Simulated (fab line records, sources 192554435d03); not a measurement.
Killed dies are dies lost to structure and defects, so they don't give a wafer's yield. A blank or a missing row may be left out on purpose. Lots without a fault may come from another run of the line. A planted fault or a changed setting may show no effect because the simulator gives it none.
A struck lot beside a sound one | flow n5_finfet | 16 steps out of a route of 1938
Sound: wafers L504.2, L504.4, L504.6. Struck: wafer L520.4. (L520.1 of the same lot was not struck and is left out.) The cause comes at the end.
At each step with rows: each side's tool, then ch and its chambers, then its first start. Under that, the readings that differ: sound wafers | struck wafers | difference of the means | sigmas: that difference in standard deviations of wafers without a fault.
alike: readings whose means differ by less than 2 such deviations, and words and numbers that are the same on both sides. not compared: withheld readings, readings that some wafer has no value for, bounds like >300 that may hide the same value, and numbers for which the record gives no deviation and whose values overlap.
The two part at a step that has a row with sigmas, a row that says differs or no value, or rows on one side only. Numbers that don't overlap but have no deviation are shown without sigmas and don't part them. A reading that every wafer of one side lacks parts them only if that side has two wafers or more.

first, 7 steps without rows for these wafers: N5_BEOL_M4_COAT_76 (time 60 s, resist thk 5 nm); N5_BEOL_M4_COAT_22 (resist thk 30 nm); N5_BEOL_M4_EBR_24; N5_BEOL_M4_SOFTBAKE_23 (time 60 s); N5_BEOL_M4_EXPOSE_25 (exposes mask V3, defocus 5 nm); N5_BEOL_M4_PEB_26 (peb time 60 s); N5_BEOL_M4_DEVELOP_27 (develop time 30 s).
N5_BEOL_M4_CD_MEAS_28: target cd 26.2 nm, target cd y 24.1 nm.
  sound on cd_sem-03 ch 0, day 8 12:55; struck on cd_sem-03 ch 0, day 13 01:37
  alike: cd_nm
N5_BEOL_M4_OVL_MEAS_29:
  sound on overlay-01 ch 0, day 8 12:57; struck on overlay-02 ch 0, day 13 01:38
  alike: V3_OVL
N5_BEOL_M4_INSPECT_30: inspects for defects (brightfield).
  sound on defect_inspect-01, day 8 13:00; struck on defect_inspect-01, day 13 01:42
  alike: raw_defect_count
N5_BEOL_M4_DESCUM_33: chemistry O2, time 7 s.
  sound on rie_diel-05 ch 1,2,3, day 8 13:02; struck on rie_diel-01 ch 3, day 13 02:56
  alike: chamber_pressure_mTorr, drypump_motor_current_A, oes_product_au, rf_vpp_V, showerhead_plenum_p_Torr, throttle_valve_pct
  not compared: rf_hours_counter_h
N5_BEOL_M4_ETCH_77: etches underlayer in N2/H2, target depth 6.5 nm, time 5.2 s.
  sound on rie_diel-05 ch 1,2,3, day 8 13:04; struck on rie_diel-01 ch 3, day 13 02:58
  alike: chamber_pressure_mTorr, drypump_motor_current_A, etch_rf_on_time_s, n2_flow_sccm, oes_product_au, rf_vpp_V, showerhead_plenum_p_Torr, throttle_valve_pct
  not compared: rf_hours_counter_h
N5_BEOL_M4_ETCH_69: etches SiARC in CF4, target depth 15.6 nm, time 26 s.
  sound on rie_diel-05 ch 1,2,3, day 8 13:05; struck on rie_diel-01 ch 3, day 13 02:59
  reading               | sound             | struck | difference | sigmas
  etch_rf_on_time_s (s) | 25.8 25.6 27.8    | 15.8   | -10.6      | -15
  oes_product_au (a.u.) | 0.71 0.63 0.62    | 1.03   | +0.38      | +4
  rf_vpp_V (V)          | 183.4 182.1 181.8 | 185.3  | +2.9       | +3
  alike: chamber_pressure_mTorr, drypump_motor_current_A, showerhead_plenum_p_Torr, throttle_valve_pct
  not compared: rf_hours_counter_h
N5_BEOL_M4_ALD_98: deposits SiO2, target thk 2.5 nm, pulse time 1 s, co reactant pulse time 1 s.
  sound on ald_sin-02 ch 0,1,2, day 8 13:10; struck on ald_sin-01 ch 0, day 13 03:04
  reading            | sound    | struck | difference | sigmas
  heater_power_w (W) | 65 73 81 | 87     | +14        | +2
  alike: precursor_pulse_height_rel
N5_BEOL_M4_RC_MEAS_101:
  sound on prober-02 ch 0, day 8 19:04; struck on prober-02 ch 0, day 13 14:50
  alike: DIBL_N, DIBL_P, IOFF_N, IOFF_P, ION_N, ION_P, SS_N, SS_P, VT_N, VT_P
N5_PASSIVATION_PROBE_49:
  the record has rows for the sound wafers here (prober-01, day 13 03:22) and none for the struck ones

WHERE THEY PART
First at N5_BEOL_M4_ETCH_69; last, within this record, at N5_PASSIVATION_PROBE_49.

WHY: what the simulator had put in
Process parameter drift: rie_diel-01, from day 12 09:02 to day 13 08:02, at N5_BEOL_M4_ETCH_69. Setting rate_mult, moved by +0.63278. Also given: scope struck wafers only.
